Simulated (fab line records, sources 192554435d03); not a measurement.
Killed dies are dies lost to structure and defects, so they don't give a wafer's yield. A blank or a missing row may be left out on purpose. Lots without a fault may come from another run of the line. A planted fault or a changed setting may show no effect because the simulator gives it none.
Chamber matching | flow n5_finfet | N5_BEOL_M13_ETCH_59 on rie_diel-05: 4 sister chambers
The step etches BARC in N2/H2, target depth 89 nm, overetch 26.7 nm, time 67.9 s. 8 wafers are shown with their chamber, then 7 later ones without.

WAFERS WITH THEIR CHAMBER
wafer  | chamber | showerhead_plenum_p_Torr (Torr) | drypump_motor_current_A (A)
L074.6 | 0       | 2.59                            | 5.9
L079.3 | 2       | 2.52                            | 6.7
L079.4 | 3       | 2.50                            | 5.2
L076.3 | 1       | 2.42                            | 5.7
L076.4 | 3       | 2.50                            | 5.2
L076.5 | 2       | 2.52                            | 6.7
L092.1 | 1       | 2.41                            | 5.7
L092.2 | 0       | 2.57                            | 6.0

WAFERS WITHOUT THEIR CHAMBER
wafer  | showerhead_plenum_p_Torr (Torr) | drypump_motor_current_A (A)
L092.3 | 2.49                            | 5.2
L097.2 | 2.50                            | 6.8
L097.4 | 2.50                            | 6.7
L097.6 | 2.49                            | 5.2
L096.2 | 2.57                            | 6.0
L096.3 | 2.50                            | 6.8
L096.5 | 2.50                            | 6.7

WHICH CHAMBER EACH WENT THROUGH
wafer  | from the rows above | in truth
L092.3 | 3                   | 3
L097.2 | 2                   | 2
L097.4 | 2                   | 2
L097.6 | 3                   | 3
L096.2 | 0                   | 0
L096.3 | 2                   | 2
L096.5 | 2                   | 2
Placed correctly: 7 of 7. Can't be placed from these rows: 0. Placed wrongly: 0.
How it was worked out, from the rows above alone: a wafer's distance from a chamber is the root of the sum, over the readings, of the square of ((its reading less the chamber's mean) divided by the reading's scatter). The wafer belongs to the nearest chamber; if the next one is less than 2 further off, it can't be placed. A chamber's mean is the mean of its shown wafers. The scatter: the root of (the sum of the squares of (reading less its chamber's mean) over the shown wafers, divided by (wafers less chambers)).
